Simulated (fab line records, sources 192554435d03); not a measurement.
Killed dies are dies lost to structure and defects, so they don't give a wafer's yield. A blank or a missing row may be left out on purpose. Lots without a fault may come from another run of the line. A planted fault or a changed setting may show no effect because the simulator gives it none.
A struck lot beside a sound one | flow n5_finfet | 38 steps out of a route of 1938
Sound: wafers L229.2, L229.3, L229.6. Struck: wafer L236.3. (L236.4, L236.5 of the same lot were not struck and are left out.) The cause comes at the end.
At each step with rows: each side's tool, then ch and its chambers, then its first start. Under that, the readings that differ: sound wafers | struck wafers | difference of the means | sigmas: that difference in standard deviations of wafers without a fault.
alike: readings whose means differ by less than 2 such deviations, and words and numbers that are the same on both sides. not compared: withheld readings, readings that some wafer has no value for, bounds like >300 that may hide the same value, and numbers for which the record gives no deviation and whose values overlap.
The two part at a step that has a row with sigmas, a row that says differs or no value, or rows on one side only. Numbers that don't overlap but have no deviation are shown without sigmas and don't part them. A reading that every wafer of one side lacks parts them only if that side has two wafers or more.

first, 9 steps without rows for these wafers: N5_BEOL_M9_DESCUM_33 (chemistry O2, time 7 s); N5_BEOL_M9_ETCH_76 (etches underlayer in N2/H2, target depth 6.5 nm, time 5.2 s); N5_BEOL_M9_ETCH_65 (etches SiARC in CF4, target depth 15.6 nm, time 26 s); N5_BEOL_M9_ETCH_66 (etches SOC in N2/H2, target depth 80 nm, overetch 16 nm, time 120 s); N5_BEOL_M9_STRIP_69 (strips in N2/H2); N5_BEOL_M9_STRIP_77 (strips in N2/H2); N5_BEOL_M9_VIA_ETCH_34 (etches SiCOH lowk in C4F6/O2, target depth 182.4 nm, time 68.4 s); N5_BEOL_M9_STRIP_73 (strips in C4F6/O2); N5_BEOL_M9_STRIP_36 (strips in N2/H2).
N5_BEOL_M9_TRENCH_ETCH_37: etches SiCOH lowk in C4F6/O2, target depth 151.43 nm, time 49 s.
  sound on rie_diel-03 ch 0,2, day 11 04:08; struck on rie_diel-03 ch 0, day 13 00:49
  reading                             | sound             | struck | difference | sigmas
  drypump_motor_current_A (A)         | 6.7 4.9 4.9       | 6.7    | +1.2       | +3
  oes_f_703_au (a.u.)                 | 0.74 0.84 0.84    | 0.57   | -0.24      | -3
  rf_fwd_power_W (W)                  | 340.7 341.8 341.1 | 280.1  | -61.1      | -41
  rf_vpp_V (V)                        | 654 660 659       | 721    | +63        | +4
  model.etch.depth_nm (nm)            | 147.6 150.8 150   | 135.9  | -13.6      |
  model.BEOL_M9.feature_depth_nm (nm) | 147.6 150.8 150   | 136    | -13        |
  alike: oes_product_au, showerhead_plenum_p_Torr, throttle_valve_pct
  not compared: rf_hours_counter_h
then, 2 steps without rows for these wafers: N5_BEOL_M9_ETCH_41 (etches SiCN in CH3F/O2, target depth 36.6 nm, time 70.1 s); N5_BEOL_M9_STRIP_80 (strips in N2/H2, time 10 s).
N5_BEOL_M9_OCD_MEAS_38:
  sound on ocd-01, day 11 04:18; struck on ocd-01, day 13 01:00
  reading              | sound             | struck | difference | sigmas
  trench_depth_nm (nm) | 147.4 150.5 150.3 | 135.7  | -13.7      | -5
then, 13 steps without rows for these wafers: N5_BEOL_M9_HM_STRIP_39 (strips TiN in peroxide tin strip, target depth 25 nm, time 158 s); N5_BEOL_M9_SRD_40 (time 30 s); N5_BEOL_M9_PRECLEAN_42 (cleans in residue remover, time 60 s); N5_BEOL_M9_SRD_43 (time 30 s); N5_BEOL_M9_CURE_72 (cures SiCOH lowk, time 120 s); N5_BEOL_M9_DEGAS_44 (time 60 s); N5_BEOL_M9_PRE_CLEAN_45 (time 30 s); N5_BEOL_M9_ALD_74 (deposits TaN, target thk 2 nm, pulse time 2 s, purge time 3 s); N5_BEOL_M9_SURFACE_TREAT_79; N5_BEOL_M9_CVD_78 (deposits Co from CCTBA/H2, target thk 2 nm, time 138.9 s); N5_BEOL_M9_SPUTTER_48 (material Cu, target thk 12 nm, time 2 s); N5_BEOL_M9_ECD_50 (material Cu, target thk 318 nm); N5_BEOL_M9_ANNEAL_51 (time 90 s).
N5_BEOL_M9_CMP_52: polishes, stops on SiCOH lowk, t overpolish 7 s, target thk 140 nm.
  sound on cmp-01 ch 2,3, day 11 07:08; struck on cmp-01 ch 0, day 13 03:25
  reading                                | sound           | struck | difference | sigmas
  model.Cu_of_BEOL_M9_ECD_50.thk_nm (nm) | 136 139.8 137.8 | 125    | -13        |
  alike: barrier_field_endpoint_s, edge_zone_pressure_frac, motor_current_A, overpolish_run_s, time_to_endpoint_s
N5_BEOL_M9_THK_MEAS_53: measures by xrf.
  sound on film_metro-01, day 11 07:23; struck on film_metro-01, day 13 03:38
  reading     | sound             | struck | difference | sigmas
  M9_THK (nm) | 134.9 138.2 136.4 | 124.9  | -11.6      | -4
then, 2 steps without rows for these wafers: N5_BEOL_M9_PRE_CLEAN_55 (time 15 s); N5_BEOL_M9_DEP_56 (deposits SiCN from 3MS/NH3, target thk 15 nm, time 26.5 s).
N5_BEOL_M9_RS_MEAS_57: measures by four-point-probe.
  sound on film_metro-02, day 11 07:32; struck on film_metro-01, day 13 03:46
  reading        | sound             | struck | difference | sigmas
  M9_RS (ohm/sq) | 0.156 0.151 0.153 | 0.171  | +0.018     | +5
then, 5 steps without rows for these wafers: N5_BEOL_M10_ILD_DEP_00 (deposits SiCOH lowk from DEMS/porogen, target thk 308.51 nm, time 58 s); N5_BEOL_M10_CURE_71 (cures SiCOH lowk, time 240 s); N5_BEOL_M10_PECVD_70 (deposits SiO2 from TEOS/O2, target thk 20 nm, time 22.7 s); N5_BEOL_M10_HM_DEP_02 (deposits TiN, target thk 20 nm); N5_BEOL_M10_COAT_59 (time 60 s, resist thk 100 nm).
N5_BEOL_M15_RC_MEAS_101:
  sound on prober-02 ch 0, day 13 05:30; struck on prober-01 ch 0, day 15 02:43
  reading                   | sound                 | struck  | difference | sigmas
  COMB_M7 (S/m)             | 2.5e-11 3.2e-11 3e-11 | 1.7e-11 | -1.2e-11   | -2
  SERP_M14 (ohm/um)         | 0.166 0.174 0.171     | 0.152   | -0.018     | -3
  SERP_M7 (ohm/um)          | 13.7 13.7 13.4        | 14.7    | +1.1       | +2
  SERP_M9 (ohm/um)          | 3.15 3.16 3.14        | 3.46    | +0.31      | +4
  SERP_M9_max_site (ohm/um) | 3.25 3.22 3.21        | 3.50    | +0.27      | +3
  alike: COMB_M10, COMB_M10_max_site, COMB_M11, COMB_M12, COMB_M13, COMB_M14, COMB_M15, COMB_M5, COMB_M6, COMB_M6_max_site, COMB_M8, COMB_M9, SERP_M10, SERP_M10_max_site, SERP_M11, SERP_M12, SERP_M13, SERP_M5, SERP_M6, SERP_M8, SERP_M8_max_site
then, 1 step without rows for these wafers: N5_PASSIVATION_PROBE_49.

WHERE THEY PART
First at N5_BEOL_M9_TRENCH_ETCH_37; last, within this record, at N5_BEOL_M15_RC_MEAS_101.

WHY: what the simulator had put in
Process parameter drift: rie_diel-03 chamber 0, from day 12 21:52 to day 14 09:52, at N5_BEOL_M9_TRENCH_ETCH_37. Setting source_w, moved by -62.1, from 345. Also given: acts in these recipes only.
